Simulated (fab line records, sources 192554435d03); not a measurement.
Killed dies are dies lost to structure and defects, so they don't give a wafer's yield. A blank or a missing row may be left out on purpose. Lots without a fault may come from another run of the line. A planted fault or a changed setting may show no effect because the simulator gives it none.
fab line records | flow n5_finfet
record lots=5 wafers=15 last_day=19
route steps=1938 shown ZERO_LAYER@3 BEOL_M4@1111
lots that met no fault: from a run of the same line without faults
start_h: hours from the record's first day to the start of the lot's first wafer shown | wait_h: hours since the lot's step before | " the same as in the row above | L1.1+2: a row that stands for several wafers | - no value, or no start given | * or withheld: withheld | < > ~ a bound
route shown NAME@n: a module of which the file shows steps, and the number in the route of the first | usual: mean/standard deviation of fault-free wafers | same: alike in all rows | chamber/n: place in a boat | sites: the reading at each site | _std_site: their standard deviation | _edge_site: outer sites' mean less inner sites' | radius_mm: how far each site lies from the wafer's centre | mask NAME#n: copy n | behind: the tool/chamber that last shaped the wafer | hold: why the lot was held/for how many hours/how that ended | device: the transistor (n, p or np) that didn't switch | end of line: the same wafers' tests at the end of the route | a step without rows: its recipe alone | killed: dies lost to structure and defects at the first sort, not the wafer's yield | map: a wafer's dies, x killed, . not, _ none there
set.NAME: the setting as run; set.NAME@STEP: as run at that earlier step | model.NAME: the simulator's own value behind a step, which no gauge read
lots at some steps of the route; a table a step, a row a wafer
services: from which hour (start_h, from the record's first day; less than 0 if before it) a tool's chamber was out of use, for how many hours, and why
## steps
# step N5_ZERO_LAYER_SRD_01
# recipe time_s=30 temp_c=23 rinse_liquid=diw dry=n2_spin spin_rpm=1500 dry_time_s=30
# step N5_ZERO_LAYER_PECVD_02
# recipe material=SiO2 target_thk_a=100 temp_c=400 precursor=SiH4/N2O pressure_torr=0.75 rf_w=275 time_s=6
# usual heater_power_w=797/130 showerhead_plenum_p_Torr=8.16/0.15
# columns lot.wafer tool chamber start_h wait_h heater_power_w showerhead_plenum_p_Torr
L439.1 pecvd-04 1 12.28 0.0 613 7.96
L439.4 " 0 " " 799 8.13
L439.6 " 1 " " 608 7.97
L445.1 pecvd-02 2 48.30 0.0 729 8.18
L445.2 " 0 " " 680 8.11
L445.4 " 2 " " 722 8.19
L450.2 pecvd-01 1 78.28 0.0 757 8.14
L450.3 " 0 " " 913 8.31
L450.6 " 1 " " 757 8.14
L456.1 pecvd-01 1 114.51 0.0 689 8.13
L456.3 " 2 " " 939 8.47
L456.4 " 1 " " 677 8.14
L461.2 pecvd-02 0 144.28 0.0 680 8.11
L461.5 " 1 " " 918 8.18
L461.6 " 0 " " 647 8.10
# step N5_ZERO_LAYER_HMDS_04
# recipe time_s=60 temp_c=120
# step N5_ZERO_LAYER_COAT_05
# recipe spin_rpm=1500 resist_thk_nm=1000
# step N5_ZERO_LAYER_EBR_07
# recipe solvent=PGMEA ebr_width_mm=1.5
# step N5_ZERO_LAYER_SOFTBAKE_06
# recipe temp_c=100 time_s=90
# step N5_ZERO_LAYER_EXPOSE_08
# recipe mask_id=ZERO na=0.55 source_shape=conventional sigma_outer=0.8 polarization=unpolarized defocus_nm=0 target_cd_nm=2000 dose_mj=16.2
# step N5_ZERO_LAYER_PEB_09
# recipe peb_temp_c=withheld peb_time_s=*
# step N5_ZERO_LAYER_DEVELOP_10
# recipe develop_time_s=60 rinse_liquid=diw dry=air_spin dev_temp_c=21
# step N5_ZERO_LAYER_HARDBAKE_23
# recipe temp_c=130 time_s=120
# step N5_ZERO_LAYER_CD_MEAS_11
# recipe target_cd_nm=2000 landing_energy_ev=500 detector=se_inlens
# usual cd_nm=1999.9/1.7
# columns lot.wafer tool chamber start_h wait_h cd_nm
L439.1 cd_sem-01 0 12.64 - 2001.3
L439.4 " 0 " " 2003.1
L439.6 " 0 " " 2001.1
L445.1 cd_sem-01 0 48.78 - 2000.4
L445.2 " 0 " " 1999.5
L445.4 " 0 " " 2000.8
L450.2 cd_sem-02 0 78.64 - 2000.9
L450.3 " 0 " " 2002.2
L450.6 " 0 " " 1999.6
L456.1 cd_sem-03 0 114.87 - 1999.2
L456.3 " 0 " " 1998.0
L456.4 " 0 " " 2000.0
L461.2 cd_sem-01 0 144.77 - 1996.9
L461.5 " 0 " " 1998.6
L461.6 " 0 " " 1998.0
# step N5_ZERO_LAYER_DESCUM_16
# recipe chemistry=O2 time_s=7.9 source_power_w=50 bias_power_w=20 pressure_mtorr=20 rf_frequency_hz=2.712e+07 temp_c=40 o2_flow_sccm=225
# usual bias_power_w=20.00/0.067 drypump_motor_current_A=5.7/0.57 oes_product_au=0.80/0.091 rf_vpp_V=243.2/1.3 showerhead_plenum_p_Torr=2.09/0.067 temp_c=39.99/0.1 throttle_valve_pct=20.40/0.16
# columns lot.wafer tool chamber start_h wait_h bias_power_w drypump_motor_current_A oes_product_au rf_hours_counter_h rf_vpp_V showerhead_plenum_p_Torr temp_c throttle_valve_pct
L439.1 rie_diel-04 1 12.88 0.2 20.08 5.8 0.82 91 244.4 2.20 39.84 20.40
L439.4 " 0 " " 20.02 5.3 0.71 219 242.0 1.99 39.91 20.57
L439.6 " 1 " " 20.04 5.9 0.82 - 243.9 2.20 40.02 20.39
L445.1 rie_diel-01 2 48.82 0.0 19.94 4.9 0.79 103 242.0 2.02 40.12 20.34
L445.2 " 0 " " 19.91 5.4 0.91 25 245.0 2.14 40.19 20.18
L445.4 " 1 " " 19.96 6.8 0.88 32 243.0 2.14 39.93 20.28
L450.2 rie_diel-01 2 78.68 0.0 20.05 4.9 0.79 112 241.2 2.02 39.96 20.34
L450.3 " 1 " " 20.06 6.7 0.87 41 243.0 2.14 40.04 20.28
L450.6 " 2 " " 19.97 4.9 0.79 - 242.1 2.02 39.90 20.37
L456.1 rie_diel-06 3 114.91 0.0 20.06 5.1 0.73 185 242.5 1.99 39.95 20.76
L456.3 " 0 " " 20.10 6.3 0.97 8 244.0 2.14 39.95 20.15
L456.4 " 0 " " 20.02 6.2 0.96 - 245.1 2.14 39.95 20.15
L461.2 rie_diel-06 0 144.80 0.0 19.93 6.2 0.95 13 243.4 2.14 39.94 20.16
L461.5 " 3 " " 19.88 5.1 0.73 - 239.8 1.99 39.85 20.76
L461.6 " 1 " " 19.92 5.0 0.74 - 242.9 2.09 39.87 20.50
# step N5_ZERO_LAYER_ETCH_17
# recipe chemistry=CF4 target=SiO2 target_depth_a=120 time_s=13.3 ion_energy_ev=350 pressure_mtorr=40 source_w=450 bias_w=215 Ar_flow_sccm=100 cf4_flow_sccm=100
# usual drypump_motor_current_A=5.7/0.58 oes_product_au=0.80/0.091 rf_vpp_V=949/4.2 showerhead_plenum_p_Torr=2.14/0.065 throttle_valve_pct=15.62/0.17
# columns lot.wafer tool chamber start_h wait_h drypump_motor_current_A oes_product_au rf_hours_counter_h rf_vpp_V showerhead_plenum_p_Torr throttle_valve_pct model.etch.depth_nm
L439.1 rie_diel-04 1 12.92 0.0 5.9 0.83 91 955 2.25 15.62 12.38
L439.4 " 0 " " 5.3 0.71 219 942 2.04 15.79 11.87
L439.6 " 1 " " 5.9 0.83 - 955 2.25 15.64 12.42
L445.1 rie_diel-01 2 48.86 0.0 4.9 0.80 103 944 2.08 15.60 12.14
L445.2 " 0 " " 5.4 0.90 25 951 2.19 15.38 12.04
L445.4 " 1 " " 6.7 0.88 32 951 2.18 15.43 12.07
L450.2 rie_diel-01 2 78.72 0.0 4.9 0.80 112 946 2.07 15.63 12.31
L450.3 " 1 " " 6.8 0.76 41 952 2.18 15.44 9.48
L450.6 " 2 " " 4.8 0.80 - 945 2.07 15.62 12.33
L456.1 rie_diel-06 3 114.94 0.0 5.1 0.73 185 943 2.04 15.98 11.76
L456.3 " 0 " " 6.2 0.96 8 953 2.19 15.35 12.39
L456.4 " 0 " " 6.2 0.96 - 951 2.19 15.32 12.25
L461.2 rie_diel-06 0 144.84 0.0 6.3 0.94 13 953 2.19 15.35 12.17
L461.5 " 3 " " 5.1 0.72 - 943 2.04 15.97 11.67
L461.6 " 1 " " 4.9 0.73 - 948 2.13 15.70 11.66
# step N5_ZERO_LAYER_ETCH_18
# recipe chemistry=HBr/Cl2 target=Si target_depth_a=1200 time_s=40 pressure_mtorr=10 icp_w=800 bias_w=75 HBr_flow_sccm=150 Cl2_flow_sccm=80
# usual drypump_motor_current_A=5.9/0.45 oes_product_au=1.008/0.017 throttle_valve_pct=36.3/0.33
# columns lot.wafer tool chamber start_h wait_h drypump_motor_current_A oes_product_au rf_hours_counter_h throttle_valve_pct
L439.1 rie_si-06 1 12.99 0.0 5.4 0.984 103 36.0
L439.4 " 2 " " 6.1 1.023 42 36.3
L439.6 " 2 " " 6.2 1.021 - 36.3
L445.1 rie_si-04 3 48.93 0.0 5.4 1.022 139 36.3
L445.2 " 0 " " 5.9 0.989 22 36.0
L445.4 " 2 " " 6.4 1.037 108 36.8
L450.2 rie_si-06 1 78.79 0.0 5.4 0.978 104 36.0
L450.3 " 2 " " 6.2 1.013 43 36.3
L450.6 " 3 " " 5.6 1.010 - 36.1
L456.1 rie_si-06 2 115.01 0.0 6.1 1.022 44 36.4
L456.3 " 1 " " 5.4 0.990 105 35.9
L456.4 " 3 " " 5.6 1.010 158 36.1
L461.2 rie_si-04 0 144.91 0.0 5.9 0.985 24 36.0
L461.5 " 0 " " 5.9 0.989 - 36.0
L461.6 " 3 " " 5.4 1.023 - 36.3
# step N5_BEOL_M4_RC_MEAS_101
# usual DIBL_N=36.4/1.4 DIBL_P=36.4/1.5 IOFF_N=0.156/0.022 IOFF_P=0.210/0.023 ION_N=675/9.1 ION_P=463/5.7 SS_N=71.6/0.45 SS_P=73.3/0.56 VT_N=250/3.1 VT_P=-250.3/2.3
# columns lot.wafer tool chamber start_h wait_h DIBL_N[mV/V] DIBL_P[mV/V] IOFF_N[nA/um] IOFF_P[nA/um] ION_N[uA/um] ION_P[uA/um] SS_N[mV/dec] SS_P[mV/dec] VT_N[mV] VT_P[mV]
L439.1 prober-01 0 198.31 0.0 37.2 35.0 0.148 0.237 669 463 71.4 72.9 252 -249.4
L439.4 " 0 " " 38.8 36.1 0.167 0.237 666 463 72.0 74.2 251 -248.5
L439.6 " 0 " " 36.1 33.2 0.125 0.192 658 459 72.0 72.3 255 -250.7
L445.1 prober-02 0 229.14 0.0 37.9 36.2 0.180 0.247 684 470 72.6 73.3 247 -248.2
L445.2 " 0 " " 37.3 34.4 0.163 0.216 680 467 71.3 73.3 251 -248.5
L445.4 " 0 " " 35.8 32.9 0.134 0.194 671 466 71.1 73.5 251 -248.8
L450.2 prober-02 0 264.84 0.2 35.3 36.3 0.129 0.206 658 463 71.5 73.3 256 -250.7
L450.3 " 0 " " 36.1 36.3 0.136 0.203 671 461 72.2 73.5 254 -250.2
L450.6 " 0 " " 36.7 37.7 0.145 0.223 664 461 71.9 73.4 253 -249.0
L456.1 prober-01 0 301.31 0.0 36.6 36.1 0.158 0.193 689 465 71.4 73.9 250 -250.6
L456.3 " 0 " " 36.9 36.0 0.150 0.195 678 462 71.5 73.6 248 -252.7
L456.4 " 0 " " 36.1 35.3 0.148 0.180 682 461 71.5 73.0 249 -253.8
L461.2 prober-02 0 327.85 0.2 36.4 37.5 0.167 0.238 683 474 72.1 73.0 249 -248.2
L461.5 " 0 " " 36.3 37.1 0.158 0.233 688 475 71.7 72.9 250 -246.6
L461.6 " 0 " " 37.8 37.9 0.193 0.260 685 473 71.9 73.3 245 -248.3
## services
# columns tool chamber start_h hours kind
pecvd-01 1 -6.77 6.8 repair
rie_diel-06 2 4.97 11.8 repair
pecvd-01 - 16.94 6.0 pm
rie_si-04 - 18.42 8.1 repair
pecvd-04 - 26.44 1.1 repair
rie_diel-01 1 27.37 13.8 repair
pecvd-01 2 36.73 17.1 repair
rie_diel-04 1 46.04 2.6 repair
rie_diel-06 2 57.16 4.2 repair
pecvd-02 1 61.27 2.1 scheduled_down
pecvd-02 0 63.63 4.2 repair
rie_diel-01 0 66.08 1.5 repair
rie_diel-06 0 73.30 - clean
rie_diel-06 0 73.30 - consumable_replace:focus_ring
rie_diel-06 0 73.30 18.6 scheduled_down
rie_diel-06 0 73.30 18.6 vent_cycle
rie_si-06 - 83.31 4.3 pm
rie_diel-06 - 92.89 0.4 repair
rie_diel-06 2 114.51 5.9 repair
rie_diel-06 - 116.53 12.6 repair
rie_diel-06 2 130.34 - clean
rie_diel-06 2 130.34 - consumable_replace:focus_ring
rie_diel-06 2 130.34 22.1 scheduled_down
rie_diel-06 2 130.34 22.1 vent_cycle
## key
first_sign none at tools or gauges
model_effect step=N5_ZERO_LAYER_ETCH_17 value=etch.depth_nm without=12.3 struck=9.48
met_at N5_ZERO_LAYER_ETCH_17
struck_wafers L450.3
onset_between 48.86 78.72
fault kind=process_parameter_drift tool=rie_diel-01 chamber=- onset_h=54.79 steps=N5_ZERO_LAYER_ETCH_17 channel=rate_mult offset=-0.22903 shape=step end_h=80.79 scope=struck_wafers_only
